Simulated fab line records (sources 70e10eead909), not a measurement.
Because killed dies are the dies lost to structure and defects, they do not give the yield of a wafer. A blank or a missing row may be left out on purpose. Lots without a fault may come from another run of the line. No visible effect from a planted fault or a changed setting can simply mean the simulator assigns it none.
Which tool did it? || flow nandHarc || Sampling: 12 lots, 36 wafers, 5 of 1159 route steps

== WHAT THE GAUGES READ, wafer by wafer ==
NHARC_A_SLIT_INSPECT_11. Usual: rawDefectCount at 22, with a standard deviation of 11.
{"lot": "L945", "measured": "day 14 09:22", "on": "defectInspect-01", "rawDefectCount": "18 19 16", "flag": ""}
{"lot": "L946", "measured": "day 15 00:04", "on": "defectInspect-01", "rawDefectCount": "7 16 9", "flag": ""}
{"lot": "L949", "measured": "day 15 01:38", "on": "defectInspect-01", "rawDefectCount": "23 34 18", "flag": ""}
{"lot": "L956", "measured": "day 16 20:25", "on": "defectInspect-01", "rawDefectCount": "25 33 25", "flag": ""}
{"lot": "L954", "measured": "day 16 20:37", "on": "defectInspect-01", "rawDefectCount": "21 28 19", "flag": ""}
{"lot": "L958", "measured": "day 17 08:40", "on": "defectInspect-02", "rawDefectCount": "16 12 15", "flag": ""}
{"lot": "L957", "measured": "day 18 01:49", "on": "defectInspect-02", "rawDefectCount": "37 46 35", "flag": ""}
{"lot": "L963", "measured": "day 18 11:55", "on": "defectInspect-02", "rawDefectCount": "17 12 21", "flag": ""}
{"lot": "L962", "measured": "day 18 15:17", "on": "defectInspect-02", "rawDefectCount": "39 41 40", "flag": ""}
{"lot": "L966", "measured": "day 18 21:38", "on": "defectInspect-01", "rawDefectCount": "22 17 22", "flag": ""}
{"lot": "L967", "measured": "day 19 17:08", "on": "defectInspect-01", "rawDefectCount": "17 18 16", "flag": ""}
{"lot": "L968", "measured": "day 20 05:08", "on": "defectInspect-01", "rawDefectCount": "22 17 19", "flag": ""}

NHARC_END_SORT_01. Usual: killedAtArray 29, standard deviation 11; killedAtOther 0.7, standard deviation 1.1; killedAtPeriphery 3.1, standard deviation 2; killedDies 33, standard deviation 11; killedOpen 3.5, standard deviation 1.8; killedShort 2.0, standard deviation 1.4.
{"lot": "L956", "measured": "day 22 04:19", "on": "prober-02", "killedAtArray": "675 673 675", "killedAtOther": "0 0 0", "killedAtPeriphery": "2 4 2", "killedDies": "677 677 677", "killedOpen": "3 6 3", "killedShort": "4 2 2", "flag": "OFF"}
{"lot": "L954", "measured": "day 22 00:25", "on": "prober-01", "killedAtArray": "673 672 671", "killedAtOther": "0 1 1", "killedAtPeriphery": "4 4 5", "killedDies": "677 677 677", "killedOpen": "2 3 2", "killedShort": "0 3 2", "flag": "OFF"}

== TOOL THAT RAN EACH LOT (tool first, then ch and the chambers of the sampled wafers, then the start) ==
{"lot": "L945", "NHARC_A_SLIT_DESCUM_14": "rieDiel-06 ch 0,2, day 14 09:25", "NHARC_A_SLIT_ETCH_29": "rieDiel-06 ch 0,2,3, day 14 13:47", "NHARC_A_SLIT_STRIP_18": "rieDiel-06 ch 1,2,3, day 14 13:53"}
{"lot": "L946", "NHARC_A_SLIT_DESCUM_14": "rieDiel-06 ch 0,2,3, day 15 00:08", "NHARC_A_SLIT_ETCH_29": "rieDiel-06 ch 0,1,3, day 15 03:02", "NHARC_A_SLIT_STRIP_18": "rieDiel-06 ch 1,2, day 15 03:07"}
{"lot": "L949", "NHARC_A_SLIT_DESCUM_14": "rieDiel-06 ch 2,3, day 15 01:41", "NHARC_A_SLIT_ETCH_29": "rieDiel-06 ch 0,2, day 15 04:41", "NHARC_A_SLIT_STRIP_18": "rieDiel-06 ch 0,1,3, day 15 04:50"}
{"lot": "L956", "NHARC_A_SLIT_DESCUM_14": "rieDiel-13 ch 1,2, day 16 20:29", "NHARC_A_SLIT_ETCH_29": "rieDiel-01 ch 0,1,3, day 16 23:21", "NHARC_A_SLIT_STRIP_18": "rieDiel-01 ch 1,3, day 16 23:26"}
{"lot": "L954", "NHARC_A_SLIT_DESCUM_14": "rieDiel-06 ch 0,1, day 16 20:41", "NHARC_A_SLIT_ETCH_29": "rieDiel-06 ch 0,2,3, day 16 23:41", "NHARC_A_SLIT_STRIP_18": "rieDiel-06 ch 0,1,3, day 16 23:49"}
{"lot": "L958", "NHARC_A_SLIT_DESCUM_14": "rieDiel-01 ch 0,2, day 17 08:44", "NHARC_A_SLIT_ETCH_29": "rieDiel-06 ch 1,2, day 17 11:47", "NHARC_A_SLIT_STRIP_18": "rieDiel-06 ch 0,2,3, day 17 11:54"}
{"lot": "L957", "NHARC_A_SLIT_DESCUM_14": "rieDiel-13 ch 1,2,3, day 18 01:53", "NHARC_A_SLIT_ETCH_29": "rieDiel-06 ch 0,1,2, day 18 04:47", "NHARC_A_SLIT_STRIP_18": "rieDiel-06 ch 0,2,3, day 18 04:52"}
{"lot": "L963", "NHARC_A_SLIT_DESCUM_14": "rieDiel-01 ch 1,3, day 18 11:59", "NHARC_A_SLIT_ETCH_29": "rieDiel-01 ch 0,3, day 18 14:52", "NHARC_A_SLIT_STRIP_18": "rieDiel-01 ch 0,1,2, day 18 14:57"}
{"lot": "L962", "NHARC_A_SLIT_DESCUM_14": "rieDiel-13 ch 0,1,3, day 18 15:22", "NHARC_A_SLIT_ETCH_29": "rieDiel-13 ch 2,3, day 18 18:14", "NHARC_A_SLIT_STRIP_18": "rieDiel-13 ch 2,3, day 18 18:21"}
{"lot": "L966", "NHARC_A_SLIT_DESCUM_14": "rieDiel-01 ch 0,1,2, day 18 21:44", "NHARC_A_SLIT_ETCH_29": "rieDiel-01 ch 0,2,3, day 19 01:49", "NHARC_A_SLIT_STRIP_18": "rieDiel-01 ch 2,3, day 19 01:55"}
{"lot": "L967", "NHARC_A_SLIT_DESCUM_14": "rieDiel-13 ch 0,1, day 19 17:11", "NHARC_A_SLIT_ETCH_29": "rieDiel-06 ch 0,2,3, day 19 20:16", "NHARC_A_SLIT_STRIP_18": "rieDiel-06 ch 0,3, day 19 20:22"}
{"lot": "L968", "NHARC_A_SLIT_DESCUM_14": "rieDiel-06 ch 0,2,3, day 20 05:12", "NHARC_A_SLIT_ETCH_29": "rieDiel-01 ch 0,1, day 20 10:35", "NHARC_A_SLIT_STRIP_18": "rieDiel-01 ch 0,1,3, day 20 10:44"}
- NHARC_A_SLIT_DESCUM_14: chemistry O2, time 3 s.
- NHARC_A_SLIT_ETCH_29: etches the open film in CF4/O2, target depth 100 nm, overetch 10 nm, time 55 s.
- NHARC_A_SLIT_STRIP_18: strips in O2.

== WHAT THE TOOLS THEMSELVES READ (means of the sampled wafers that have a number; where no wafer has one, the mark that the record gives instead) ==
NHARC_A_SLIT_DESCUM_14. Usual: drypumpMotorCurrentA 5.8 A, standard deviation 0.37; oesProductAu 0.994 a.u., standard deviation 0.0091; rfVppV 57.7 V, standard deviation 0.9; showerheadPlenumPTorr 1.93 Torr, standard deviation 0.094; throttleValvePct 11.311 %, standard deviation 0.0085.
{"lot": "L945", "tool": "rieDiel-06", "drypumpMotorCurrentA (A)": 5.7, "oesProductAu (a.u.)": 0.992, "rfVppV (V)": 57.0, "showerheadPlenumPTorr (Torr)": 1.95, "throttleValvePct (%)": 11.313, "flag": ""}
{"lot": "L946", "tool": "rieDiel-06", "drypumpMotorCurrentA (A)": 5.6, "oesProductAu (a.u.)": 1.004, "rfVppV (V)": 57.4, "showerheadPlenumPTorr (Torr)": 1.93, "throttleValvePct (%)": 11.302, "flag": ""}
{"lot": "L949", "tool": "rieDiel-06", "drypumpMotorCurrentA (A)": 5.7, "oesProductAu (a.u.)": 1.004, "rfVppV (V)": 57.9, "showerheadPlenumPTorr (Torr)": 1.99, "throttleValvePct (%)": 11.309, "flag": ""}
{"lot": "L956", "tool": "rieDiel-13", "drypumpMotorCurrentA (A)": 6.0, "oesProductAu (a.u.)": 0.999, "rfVppV (V)": 58.4, "showerheadPlenumPTorr (Torr)": 1.96, "throttleValvePct (%)": 11.310, "flag": ""}
{"lot": "L954", "tool": "rieDiel-06", "drypumpMotorCurrentA (A)": 5.5, "oesProductAu (a.u.)": 0.993, "rfVppV (V)": 56.8, "showerheadPlenumPTorr (Torr)": 1.80, "throttleValvePct (%)": 11.312, "flag": ""}
{"lot": "L958", "tool": "rieDiel-01", "drypumpMotorCurrentA (A)": 6.1, "oesProductAu (a.u.)": 0.991, "rfVppV (V)": 58.2, "showerheadPlenumPTorr (Torr)": 2.03, "throttleValvePct (%)": 11.319, "flag": ""}
{"lot": "L957", "tool": "rieDiel-13", "drypumpMotorCurrentA (A)": 6.0, "oesProductAu (a.u.)": 0.988, "rfVppV (V)": 58.3, "showerheadPlenumPTorr (Torr)": 1.97, "throttleValvePct (%)": 11.314, "flag": ""}
{"lot": "L963", "tool": "rieDiel-01", "drypumpMotorCurrentA (A)": 5.9, "oesProductAu (a.u.)": 0.987, "rfVppV (V)": 57.0, "showerheadPlenumPTorr (Torr)": 1.83, "throttleValvePct (%)": 11.300, "flag": ""}
{"lot": "L962", "tool": "rieDiel-13", "drypumpMotorCurrentA (A)": 5.5, "oesProductAu (a.u.)": 0.992, "rfVppV (V)": 57.7, "showerheadPlenumPTorr (Torr)": 1.92, "throttleValvePct (%)": 11.312, "flag": ""}
{"lot": "L966", "tool": "rieDiel-01", "drypumpMotorCurrentA (A)": 6.1, "oesProductAu (a.u.)": 0.994, "rfVppV (V)": 57.6, "showerheadPlenumPTorr (Torr)": 2.01, "throttleValvePct (%)": 11.316, "flag": ""}
{"lot": "L967", "tool": "rieDiel-13", "drypumpMotorCurrentA (A)": 5.5, "oesProductAu (a.u.)": 0.994, "rfVppV (V)": 57.5, "showerheadPlenumPTorr (Torr)": 1.90, "throttleValvePct (%)": 11.308, "flag": ""}
{"lot": "L968", "tool": "rieDiel-06", "drypumpMotorCurrentA (A)": 5.6, "oesProductAu (a.u.)": 0.995, "rfVppV (V)": 57.9, "showerheadPlenumPTorr (Torr)": 1.92, "throttleValvePct (%)": 11.313, "flag": ""}

NHARC_A_SLIT_ETCH_29. Usual: drypumpMotorCurrentA 5.7 A, standard deviation 0.43; oesProductAu 0.996 a.u., standard deviation 0.0097; rfVppV 197.9 V, standard deviation 1.6; showerheadPlenumPTorr 1.35 Torr, standard deviation 0.063; throttleValvePct 13.398 %, standard deviation 0.0092.
{"lot": "L945", "tool": "rieDiel-06", "drypumpMotorCurrentA (A)": 5.6, "oesProductAu (a.u.)": 1.000, "rfVppV (V)": 198.3, "showerheadPlenumPTorr (Torr)": 1.34, "throttleValvePct (%)": 13.397, "flag": ""}
{"lot": "L946", "tool": "rieDiel-06", "drypumpMotorCurrentA (A)": 5.6, "oesProductAu (a.u.)": 1.001, "rfVppV (V)": 196.8, "showerheadPlenumPTorr (Torr)": 1.29, "throttleValvePct (%)": 13.404, "flag": ""}
{"lot": "L949", "tool": "rieDiel-06", "drypumpMotorCurrentA (A)": 5.7, "oesProductAu (a.u.)": 0.988, "rfVppV (V)": 197.9, "showerheadPlenumPTorr (Torr)": 1.36, "throttleValvePct (%)": 13.396, "flag": ""}
{"lot": "L956", "tool": "rieDiel-01", "drypumpMotorCurrentA (A)": 6.0, "oesProductAu (a.u.)": 0.999, "rfVppV (V)": 197.8, "showerheadPlenumPTorr (Torr)": 1.34, "throttleValvePct (%)": 13.401, "flag": ""}
{"lot": "L954", "tool": "rieDiel-06", "drypumpMotorCurrentA (A)": 5.6, "oesProductAu (a.u.)": 0.993, "rfVppV (V)": 198.0, "showerheadPlenumPTorr (Torr)": 1.34, "throttleValvePct (%)": 13.391, "flag": ""}
{"lot": "L958", "tool": "rieDiel-06", "drypumpMotorCurrentA (A)": 5.7, "oesProductAu (a.u.)": 0.989, "rfVppV (V)": 197.4, "showerheadPlenumPTorr (Torr)": 1.36, "throttleValvePct (%)": 13.398, "flag": ""}
{"lot": "L957", "tool": "rieDiel-06", "drypumpMotorCurrentA (A)": 5.6, "oesProductAu (a.u.)": 0.995, "rfVppV (V)": 197.0, "showerheadPlenumPTorr (Torr)": 1.31, "throttleValvePct (%)": 13.395, "flag": ""}
{"lot": "L963", "tool": "rieDiel-01", "drypumpMotorCurrentA (A)": 6.0, "oesProductAu (a.u.)": 1.003, "rfVppV (V)": 199.0, "showerheadPlenumPTorr (Torr)": 1.36, "throttleValvePct (%)": 13.406, "flag": ""}
{"lot": "L962", "tool": "rieDiel-13", "drypumpMotorCurrentA (A)": 6.1, "oesProductAu (a.u.)": 1.001, "rfVppV (V)": 199.5, "showerheadPlenumPTorr (Torr)": 1.41, "throttleValvePct (%)": 13.388, "flag": ""}
{"lot": "L966", "tool": "rieDiel-01", "drypumpMotorCurrentA (A)": 6.0, "oesProductAu (a.u.)": 0.997, "rfVppV (V)": 198.7, "showerheadPlenumPTorr (Torr)": 1.36, "throttleValvePct (%)": 13.394, "flag": ""}
{"lot": "L967", "tool": "rieDiel-06", "drypumpMotorCurrentA (A)": 5.6, "oesProductAu (a.u.)": 0.990, "rfVppV (V)": 196.9, "showerheadPlenumPTorr (Torr)": 1.34, "throttleValvePct (%)": 13.401, "flag": ""}
{"lot": "L968", "tool": "rieDiel-01", "drypumpMotorCurrentA (A)": 6.1, "oesProductAu (a.u.)": 1.003, "rfVppV (V)": 199.0, "showerheadPlenumPTorr (Torr)": 1.40, "throttleValvePct (%)": 13.404, "flag": ""}

NHARC_A_SLIT_STRIP_18. Usual: chamberPressureMTorr 59.99 mTorr, standard deviation 0.062; drypumpMotorCurrentA 5.7 A, standard deviation 0.41; oesProductAu 0.993 a.u., standard deviation 0.01; rfVppV 57.9 V, standard deviation 0.84; showerheadPlenumPTorr 3.56 Torr, standard deviation 0.16; throttleValvePct 17.036 %, standard deviation 0.0097.
{"lot": "L945", "tool": "rieDiel-06", "chamberPressureMTorr (mTorr)": 59.92, "drypumpMotorCurrentA (A)": 5.7, "oesProductAu (a.u.)": 0.997, "rfVppV (V)": 57.7, "showerheadPlenumPTorr (Torr)": 3.56, "throttleValvePct (%)": 17.041, "flag": ""}
{"lot": "L946", "tool": "rieDiel-06", "chamberPressureMTorr (mTorr)": 59.99, "drypumpMotorCurrentA (A)": 5.7, "oesProductAu (a.u.)": 0.997, "rfVppV (V)": 58.8, "showerheadPlenumPTorr (Torr)": 3.60, "throttleValvePct (%)": 17.042, "flag": ""}
{"lot": "L949", "tool": "rieDiel-06", "chamberPressureMTorr (mTorr)": 60.00, "drypumpMotorCurrentA (A)": 5.6, "oesProductAu (a.u.)": 0.997, "rfVppV (V)": 57.8, "showerheadPlenumPTorr (Torr)": 3.43, "throttleValvePct (%)": 17.046, "flag": ""}
{"lot": "L956", "tool": "rieDiel-01", "chamberPressureMTorr (mTorr)": "-", "drypumpMotorCurrentA (A)": "-", "oesProductAu (a.u.)": "-", "rfVppV (V)": "-", "showerheadPlenumPTorr (Torr)": "-", "throttleValvePct (%)": "-", "flag": "OFF"}
{"lot": "L954", "tool": "rieDiel-06", "chamberPressureMTorr (mTorr)": "-", "drypumpMotorCurrentA (A)": "-", "oesProductAu (a.u.)": "-", "rfVppV (V)": "-", "showerheadPlenumPTorr (Torr)": "-", "throttleValvePct (%)": "-", "flag": "OFF"}
{"lot": "L958", "tool": "rieDiel-06", "chamberPressureMTorr (mTorr)": 59.98, "drypumpMotorCurrentA (A)": 5.6, "oesProductAu (a.u.)": 0.989, "rfVppV (V)": 58.0, "showerheadPlenumPTorr (Torr)": 3.55, "throttleValvePct (%)": 17.024, "flag": ""}
{"lot": "L957", "tool": "rieDiel-06", "chamberPressureMTorr (mTorr)": 59.93, "drypumpMotorCurrentA (A)": 5.7, "oesProductAu (a.u.)": 0.988, "rfVppV (V)": 58.4, "showerheadPlenumPTorr (Torr)": 3.55, "throttleValvePct (%)": 17.042, "flag": ""}
{"lot": "L963", "tool": "rieDiel-01", "chamberPressureMTorr (mTorr)": 60.01, "drypumpMotorCurrentA (A)": 6.0, "oesProductAu (a.u.)": 0.993, "rfVppV (V)": 57.4, "showerheadPlenumPTorr (Torr)": 3.69, "throttleValvePct (%)": 17.035, "flag": ""}
{"lot": "L962", "tool": "rieDiel-13", "chamberPressureMTorr (mTorr)": 60.06, "drypumpMotorCurrentA (A)": 6.1, "oesProductAu (a.u.)": 0.994, "rfVppV (V)": 59.2, "showerheadPlenumPTorr (Torr)": 3.71, "throttleValvePct (%)": 17.036, "flag": ""}
{"lot": "L966", "tool": "rieDiel-01", "chamberPressureMTorr (mTorr)": 59.99, "drypumpMotorCurrentA (A)": 6.0, "oesProductAu (a.u.)": 0.999, "rfVppV (V)": 58.4, "showerheadPlenumPTorr (Torr)": 3.42, "throttleValvePct (%)": 17.044, "flag": ""}
{"lot": "L967", "tool": "rieDiel-06", "chamberPressureMTorr (mTorr)": 60.06, "drypumpMotorCurrentA (A)": 5.6, "oesProductAu (a.u.)": 0.991, "rfVppV (V)": 56.8, "showerheadPlenumPTorr (Torr)": 3.51, "throttleValvePct (%)": 17.038, "flag": ""}
{"lot": "L968", "tool": "rieDiel-01", "chamberPressureMTorr (mTorr)": 59.92, "drypumpMotorCurrentA (A)": 6.0, "oesProductAu (a.u.)": 0.993, "rfVppV (V)": 58.0, "showerheadPlenumPTorr (Torr)": 3.54, "throttleValvePct (%)": 17.044, "flag": ""}

== THE ANSWER, worked out from the rows above alone ==
Rule: lot off if the mean of its wafers having a number is beyond 3 standard deviations from the usual mean. A lot without any number at a reading at which 4 lots or more have one is off too. The other lots that the step has rows for count as sound. First the gauges in route order, then the tools' own readings, where a lot's mean is used as printed above. At the first step where some lot is off, the reading lying furthest off is the one used; lots without a number count as furthest.
Off at NHARC_END_SORT_01 (killedAtArray): L956, L954. Neither off nor sound, because the step has no rows for them: L945, L946, L949, L958, L957, L963, L962, L966, L967, L968.
If a tool, at a process step before that reading, ran all the lots that are off and no sound lot after the first of them, it fits. The gauges at NHARC_END_SORT_01 aren't tried: what is off there is off at NHARC_A_SLIT_STRIP_18 too, on other tools, and a gauge's error can't cause that. No candidate that was tried fits.

== WHAT THE SIMULATOR HAD PUT IN ==
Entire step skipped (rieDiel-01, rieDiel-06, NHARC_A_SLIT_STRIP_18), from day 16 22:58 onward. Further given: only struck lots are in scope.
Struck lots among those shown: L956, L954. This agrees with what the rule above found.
